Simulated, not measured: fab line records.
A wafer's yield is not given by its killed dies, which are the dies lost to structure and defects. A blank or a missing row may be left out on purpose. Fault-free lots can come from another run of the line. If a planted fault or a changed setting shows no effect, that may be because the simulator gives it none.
Matching of chambers + flow nandHarc + NHARC_A_STAIRCASE_DEP_322 on pecvd-01 has 3 sister chambers
The step deposits SiO2, target thk 7200 nm. 3 wafers are shown with their chamber, then 7 later ones without.

## WAFERS PAIRED WITH THEIR CHAMBERS
| wafer  | chamber | heaterPowerW (W) |
|--------|---------|------------------|
| L086.2 | 1       | 651              |
| L088.3 | 2       | 577              |
| L088.4 | 0       | 615              |

## WAFERS WITHOUT THEIR CHAMBER
| wafer  | heaterPowerW (W) |
|--------|------------------|
| L088.6 | 549              |
| L091.2 | 625              |
| L091.3 | 651              |
| L091.5 | 555              |
| L092.3 | 640              |
| L092.4 | 563              |
| L092.5 | 620              |

## WHICH CHAMBER EACH WENT THROUGH
| wafer  | from the rows above     | in truth                   |
|--------|-------------------------|----------------------------|
| L088.6 | 2                       | 2                          |
| L091.2 | can't be placed: 0 or 1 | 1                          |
| L091.3 | 1                       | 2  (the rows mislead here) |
| L091.5 | 2                       | 2                          |
| L092.3 | can't be placed: 1 or 0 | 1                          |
| L092.4 | 2                       | 2                          |
| L092.5 | can't be placed: 0 or 1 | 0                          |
Correctly placed: 3 of 7. Can't be placed from these rows: 3 (the true chamber is among the candidates in 3). Placed wrongly: 1.
How it was worked out, from the rows above alone: a wafer's distance from a chamber is the root of the sum, over the readings, of the square of ((its reading less the chamber's mean) divided by the reading's scatter). The wafer belongs to the nearest chamber; if the next one is less than 2 further off, it can't be placed. The mean given for a chamber averages the wafers shown for that chamber. The scatter: with one shown wafer a chamber, the root of the mean of the squares of how far each hidden wafer lies from its nearest shown one.
